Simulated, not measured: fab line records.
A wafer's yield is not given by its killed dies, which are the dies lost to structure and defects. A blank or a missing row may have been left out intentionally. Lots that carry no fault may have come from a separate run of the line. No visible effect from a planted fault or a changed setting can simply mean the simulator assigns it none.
Which tool is to blame? -- flow n5-finfet -- Sampling: 9 lots, 27 wafers, 7 of 1938 route steps

## WHAT THE GAUGES SHOWED, per wafer
N5_STI_FIN_REVEAL_THK_MEAS_05.
lot,measured,on,thk-nm (nm)
L465,day 2 11:02,film-metro-01,134.8 131.6 131.6
L466,day 2 16:09,film-metro-01,133.6 135.0 134.1
L467,day 2 21:55,film-metro-02,131.5 132.3 133.3
L469,day 3 09:51,film-metro-02,132.4 131.5 131.3
L475,day 4 22:22,film-metro-01,131.7 130.1 129.7
L477,day 5 12:08,film-metro-02,130.5 130.3 129.6
L479,day 5 21:08,film-metro-02,131.0 134.0 133.2
L486,day 7 18:07,film-metro-01,130.2 132.0 132.8
L488,day 8 03:55,film-metro-01,132.2 132.4 132.9

N5_DUMMY_GATE_THK_MEAS_05.
lot,measured,on,thk-nm (nm)
L465,day 2 19:17,film-metro-01,72.6 73.0 72.5
L466,day 2 23:44,film-metro-02,72.1 71.2 71.8
L467,day 3 06:10,film-metro-01,72.3 70.3 71.4
L469,day 3 17:21,film-metro-01,72.1 70.3 72.3
L475,day 5 09:18,film-metro-02,56.1 56.5 56.2
L477,day 5 19:38,film-metro-01,55.3 54.3 56.4
L479,day 6 04:36,film-metro-01,72.5 72.5 72.3
L486,day 8 03:47,film-metro-01,72.5 73.2 72.5
L488,day 8 11:50,film-metro-02,72.9 73.7 74.2

N5_DUMMY_GATE_INSPECT_17: inspects for defects (brightfield).
lot,measured,on,raw-defect-count
L465,day 2 23:42,defect-inspect-01,105 163 94
L466,day 3 04:15,defect-inspect-02,259 156 190
L467,day 3 10:34,defect-inspect-01,187 104 151
L469,day 3 21:45,defect-inspect-02,161 180 192
L475,day 5 13:49,defect-inspect-02,319 159 182
L477,day 6 00:08,defect-inspect-01,264 241 146
L479,day 6 08:59,defect-inspect-02,232 209 207
L486,day 8 08:11,defect-inspect-02,285 183 272
L488,day 8 16:15,defect-inspect-01,234 348 179

N5_SDB_THK_MEAS_31.
lot,measured,on,SDB_THK (nm)
L465,day 3 22:36,film-metro-01,64.8 65.3 64.7
L466,day 4 02:41,film-metro-02,64.4 63.4 64.1
L467,day 4 09:44,film-metro-01,64.5 62.6 63.7
L469,day 4 20:32,film-metro-01,64.4 62.5 64.6
L475,day 6 14:56,film-metro-02,48.3 48.8 48.5
L477,day 7 01:38,film-metro-02,47.5 46.6 48.7
L479,day 7 08:32,film-metro-01,64.8 64.6 64.6
L486,day 9 09:59,film-metro-01,64.9 65.3 64.7
L488,day 9 18:20,film-metro-02,65.0 66.0 66.5

## EACH LOT AND THE TOOL THAT RAN IT (in order: tool; ch and the chambers of the sampled wafers; start)
lot,N5_STI_FIN_REVEAL_ETCHBACK_08,N5_DUMMY_GATE_CVD_03,N5_DUMMY_GATE_ETCH_44
L465,"rie-diel-06 ch 2,3, day 2 11:19","lpcvd-01 ch 1/50,1/54,1/59, day 2 15:18","rie-si-02 ch 0,2, day 3 01:32"
L466,"rie-diel-06 ch 1,2,3, day 2 16:25","lpcvd-01 ch 1/45,1/50,1/59, day 2 19:44","rie-si-04 ch 2,3, day 3 05:02"
L467,"rie-diel-01 ch 0,2,3, day 2 22:16","lpcvd-01 ch 0/65,0/70,0/79, day 3 02:11","rie-si-04 ch 0,1,2, day 3 11:49"
L469,"rie-diel-06 ch 2,3, day 3 10:08","lpcvd-01 ch 0/70,0/75,0/89, day 3 13:22","rie-si-01 ch 0,1, day 3 22:38"
L475,"rie-diel-06 ch 1,3, day 4 22:49","lpcvd-01 ch 0/45,0/54,0/64, day 5 03:29","rie-si-02 ch 1,3, day 5 14:37"
L477,"rie-diel-05 ch 0,1,2, day 5 12:22","lpcvd-01 ch 1/104,1/114,1/90, day 5 15:38","rie-si-02 ch 0,2, day 6 01:12"
L479,"rie-diel-06 ch 0,1,2, day 5 21:22","lpcvd-02 ch 1/65,1/75,1/79, day 6 00:37","rie-si-01 ch 2,3, day 6 09:59"
L486,"rie-diel-01 ch 0,1,3, day 7 18:21","lpcvd-02 ch 0/70,0/79,0/84, day 7 23:47","rie-si-02 ch 1,3, day 8 09:13"
L488,"rie-diel-05 ch 0,1,3, day 8 04:25","lpcvd-02 ch 1/70,1/75,1/84, day 8 07:52","rie-si-02 ch 0,2, day 8 17:27"
- N5_STI_FIN_REVEAL_ETCHBACK_08: etches SiO2 in C4F6/O2, target depth 30.5 nm, time 10.167 s.
- N5_DUMMY_GATE_CVD_03: deposits a-Si from SiH4, target thk 150 nm, time 8042 s.
- N5_DUMMY_GATE_ETCH_44: etches poly-Si in HBr/O2, stops on SiO2, target depth 127.5 nm.

## AS READ BY THE TOOLS THEMSELVES (means over the sampled wafers that have a number; for cases with no such wafer, the mark the record gives instead)
N5_STI_FIN_REVEAL_ETCHBACK_08.
lot,tool,drypump-motor-current-A (A),oes_o_777_au (a.u.),oes-product-au (a.u.),rf-vpp-V (V),showerhead-plenum-p-Torr (Torr),throttle-valve-pct (%)
L465,rie-diel-06,5.2,0.81,0.80,682,2.96,21.20
L466,rie-diel-06,5.5,0.80,0.81,671,2.89,21.14
L467,rie-diel-01,5.3,0.82,0.79,670,2.92,21.11
L469,rie-diel-06,5.2,0.86,0.86,680,2.98,21.01
L475,rie-diel-06,5.5,0.71,0.71,673,2.86,21.35
L477,rie-diel-05,5.8,0.91,0.90,671,2.81,21.02
L479,rie-diel-06,5.6,0.79,0.79,663,2.85,21.11
L486,rie-diel-01,5.7,0.82,0.81,662,2.90,21.19
L488,rie-diel-05,6.0,0.79,0.79,664,2.86,21.10

N5_DUMMY_GATE_CVD_03.
lot,tool,spike-tc-lower-C (C),susceptor-temp-C (C)
L465,lpcvd-01,532.0,530.18
L466,lpcvd-01,531.7,530.09
L467,lpcvd-01,528.9,529.73
L469,lpcvd-01,528.4,529.96
L475,lpcvd-01,529.3,529.80
L477,lpcvd-01,532.4,529.95
L479,lpcvd-02,532.2,530.21
L486,lpcvd-02,530.6,530.11
L488,lpcvd-02,532.3,529.90

N5_DUMMY_GATE_ETCH_44.
lot,tool,HBr_flow_sccm (sccm),drypump-motor-current-A (A),oes-product-au (a.u.),throttle-valve-pct (%)
L465,rie-si-02,119.5,5.5,0.724,18.45
L466,rie-si-04,120.1,5.9,0.718,18.43
L467,rie-si-04,120.3,6.1,0.708,18.47
L469,rie-si-01,120.0,5.3,0.728,18.64
L475,rie-si-02,119.9,6.1,0.653,18.22
L477,rie-si-02,119.9,5.7,0.652,18.44
L479,rie-si-01,119.8,6.3,0.709,18.65
L486,rie-si-02,119.9,6.1,0.729,18.31
L488,rie-si-02,120.1,5.7,0.739,18.45

## THE ANSWER, worked out from the rows above alone
Rule: the usual values come from the lots themselves. The widest of any qualifying gaps counts: lots, ordered by their means at a reading, are off when they make up no more than a third of the lots, leave a main group of 4 or more, and stand apart from it by 3 or more times the standard deviation of that group's means. If all means in a main group match to the digits the tables above print for the reading, that group is not used. Also off: a lot with no number at a reading for which 4 or more lots have one. Where the step has rows for the other lots, those lots are counted as sound. The gauges are gone through in route order, then the tools' own readings, and for those a lot's mean is taken as printed above. At the first step where some lot is off, the reading lying furthest off is the one used; lots without a number count as furthest.
Off, at N5_DUMMY_GATE_THK_MEAS_05 on thk-nm: L475, L477. The main group has a mean of 72.3 nm with a standard deviation of 0.75.
If a tool, at a process step before that reading, ran all the lots that are off and no sound lot after the first of them, it fits. Not tried: the gauges at N5_DUMMY_GATE_THK_MEAS_05; whatever is off there is also off at N5_DUMMY_GATE_ETCH_44, on other tools, and gauge error can't account for it. One fits: N5_DUMMY_GATE_CVD_03 on lpcvd-01. Its last sound lot is L469 (day 3 13:22), its first lot that is off L475 (day 5 03:29): a fault that began between those two fits.

## WHAT THE SIMULATOR HAD INSERTED
Site profile drift: lpcvd-01, from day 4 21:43 on, at N5_DUMMY_GATE_CVD_03. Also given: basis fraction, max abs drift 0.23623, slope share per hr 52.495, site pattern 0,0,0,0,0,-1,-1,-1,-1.
Lots struck among those shown: L475, L477. The rule given above showed the same thing.
